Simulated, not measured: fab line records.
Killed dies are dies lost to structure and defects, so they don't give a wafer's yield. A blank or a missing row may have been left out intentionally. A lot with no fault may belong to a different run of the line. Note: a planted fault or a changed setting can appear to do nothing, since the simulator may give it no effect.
Chamber matching :: flow n5Finfet :: uvCure-03 running N5_BEOL_M5_CURE_79: 3 sister chambers
The step cures SiCOH lowk, time 240 s. 3 wafers are shown with their chamber, then 8 later ones without.

WAFERS WITH THEIR CHAMBER
wafer: L085.6
chamber: 2
wafer_temp_C_max: 387.9

wafer: L088.6
chamber: 1
wafer_temp_C_max: 387.7

wafer: L089.1
chamber: 0
wafer_temp_C_max: 385.5

WAFERS WITH NO CHAMBER GIVEN
wafer: L089.3
wafer_temp_C_max: 385.8

wafer: L089.5
wafer_temp_C_max: 385.5

wafer: L093.1
wafer_temp_C_max: 386.9

wafer: L093.3
wafer_temp_C_max: 386.4

wafer: L093.4
wafer_temp_C_max: 386.9

wafer: L092.1
wafer_temp_C_max: 385.9

wafer: L092.2
wafer_temp_C_max: 386.2

wafer: L092.6
wafer_temp_C_max: 386.1

WHICH CHAMBER EACH WENT THROUGH
wafer: L089.3
from the rows above: 0
in truth: 0

wafer: L089.5
from the rows above: 0
in truth: 0

wafer: L093.1
from the rows above: can't be placed: 1 or 2 or 0
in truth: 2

wafer: L093.3
from the rows above: can't be placed: 0 or 1 or 2
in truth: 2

wafer: L093.4
from the rows above: can't be placed: 1 or 2 or 0
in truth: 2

wafer: L092.1
from the rows above: 0
in truth: 0

wafer: L092.2
from the rows above: can't be placed: 0 or 1 or 2
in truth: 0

wafer: L092.6
from the rows above: can't be placed: 0 or 1 or 2
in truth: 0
3 of 8 placed correctly. Can't be placed from these rows: 5 (the true chamber is among the candidates in 5). 0 placed wrongly.
How it was worked out, from the rows above alone: a wafer's distance from a chamber is the root of the sum, over the readings, of the square of ((its reading less the chamber's mean) divided by the reading's scatter). The wafer belongs to the nearest chamber; if the next one is less than 2 further off, it can't be placed. A chamber's mean is the mean of its shown wafers. The scatter: root of mean squared gap, hidden wafer to nearest shown wafer, with one shown wafer a chamber.
